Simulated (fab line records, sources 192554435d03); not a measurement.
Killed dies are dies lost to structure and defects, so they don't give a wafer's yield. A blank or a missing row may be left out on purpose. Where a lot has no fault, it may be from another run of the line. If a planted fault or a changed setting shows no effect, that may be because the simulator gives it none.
Split-lot trial | flow n5Finfet | on a route of 1938 steps: 7 lots, 21 wafers read

== ABOUT THE SPLIT ==
At N5_WELL_APT_EXPOSE_22 (exposes mask PWELL, defocus 0 nm, target cd 200 nm), the setting doseMj was moved away from the recipe's 23.2 on 5 of the 21 wafers read, by -4.9% to +4.3%. This setting was run at the recipe's value on the other wafers.

== FROM THE SPLIT TO THE READING: what the file shows between them, 3 steps ==
- N5_WELL_APT_PEB_23: peb time 90 s
- N5_WELL_APT_DEVELOP_24: develop time 45 s
- N5_WELL_APT_HARDBAKE_29: time 120 s

== THE READING ==
cdNm, in nm, at N5_WELL_APT_CD_MEAS_25 (target cd 200 nm). Typical for fault-free wafers on this fab line: 199.3 nm, with standard deviation 2.2 nm.

wafer  | tool, chamber at the split | doseMj as run | against the recipe | cdNm, nm | against lot-mates on the recipe
L074.1 | krfScanner-01, 0           | 24.11         | +3.9%              | 207.4    | +8.0
L074.5 | krfScanner-01, 0           | 23.2          | recipe             | 199.2    | -
L074.6 | krfScanner-01, 0           | 23.2          | recipe             | 199.7    | -
L075.1 | krfScanner-02, 0           | 23.2          | recipe             | 196.6    | -
L075.4 | krfScanner-02, 0           | 23.2          | recipe             | 198.0    | -
L075.5 | krfScanner-02, 0           | 23.2          | recipe             | 197.2    | -
L080.3 | krfScanner-02, 0           | 22.06         | -4.9%              | 184.5    | -14.2
L080.4 | krfScanner-02, 0           | 23.2          | recipe             | 200.0    | -
L080.6 | krfScanner-02, 0           | 23.2          | recipe             | 197.5    | -
L085.2 | krfScanner-01, 0           | 24.2          | +4.3%              | 208.2    | +9.1
L085.3 | krfScanner-01, 0           | 23.2          | recipe             | 199.1    | -
L085.6 | krfScanner-01, 0           | 24.2          | +4.3%              | 207.9    | +8.8
L086.1 | krfScanner-01, 0           | 23.2          | recipe             | 200.2    | -
L086.2 | krfScanner-01, 0           | 23.2          | recipe             | 200.4    | -
L086.4 | krfScanner-01, 0           | 23.2          | recipe             | 199.4    | -
L088.2 | krfScanner-01, 0           | 23.2          | recipe             | 200.2    | -
L088.4 | krfScanner-01, 0           | 23.2          | recipe             | 201.1    | -
L088.5 | krfScanner-01, 0           | 23.2          | recipe             | 202.5    | -
L092.3 | krfScanner-02, 0           | 23.2          | recipe             | 196.6    | -
L092.4 | krfScanner-02, 0           | 23.2          | recipe             | 195.1    | -
L092.6 | krfScanner-02, 0           | 22.51         | -3.0%              | 195.1    | -0.8

THE FIT
A straight line over all 21 wafers: cdNm changes by +2.28 nm for each +1% of doseMj; r = +0.92; the points scatter about the line by 2 nm.
The same after taking each lot's own level away (the mean of its wafers on the recipe; 21 wafers): +2.11 nm for each +1%; r = +0.93; scatter 1.7 nm.
The reading moves by 10 nm for the largest change in doseMj, on that fit.
The lots' own levels span 195.85 to 201.27 nm, that is 2.5 times the standard deviation above.
So the lot-to-lot level changes the slope little: the two slopes agree.
Check: with one of the wafers moved furthest among these (-4.9%) left out of the fit, the line predicts -8.1 nm for it against its lot-mates. It came out at -14.2 nm against them.

== OTHER SPLITS APPLIED TO THESE WAFERS ==
Other splits were also applied to these wafers ahead of the reading. Each is held against what the fit with the lots' levels taken away leaves over:
other split on the same wafers | wafers away from the commonest value | r with cdNm (lot level and that fit taken away)
N5_WELL_APT_COAT_02 spinRpm    | 7                                    | +0.21
N5_WELL_APT_COAT_19 spinRpm    | 7                                    | +0.15

== THE WHOLE CHAIN: every reading that the file lists as answering this split, in the file's order ==
step                   | what it does             | reading                                                        | change (the file's fit)              | r (the file's)
N5_WELL_APT_CD_MEAS_25 | target cd 200 nm         | cdNm                                                           | +2.12 nm for each +1% of the setting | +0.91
N5_WELL_APT_DESCUM_30  | chemistry O2, time 7.9 s | WELL_APT.cdNm (the simulator's own value, which no gauge read) | +2.06 nm for each +1% of the setting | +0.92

== THE FILE'S OWN FIT ==
cdNm changes by +2.12 nm for each +1% of doseMj, r = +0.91.
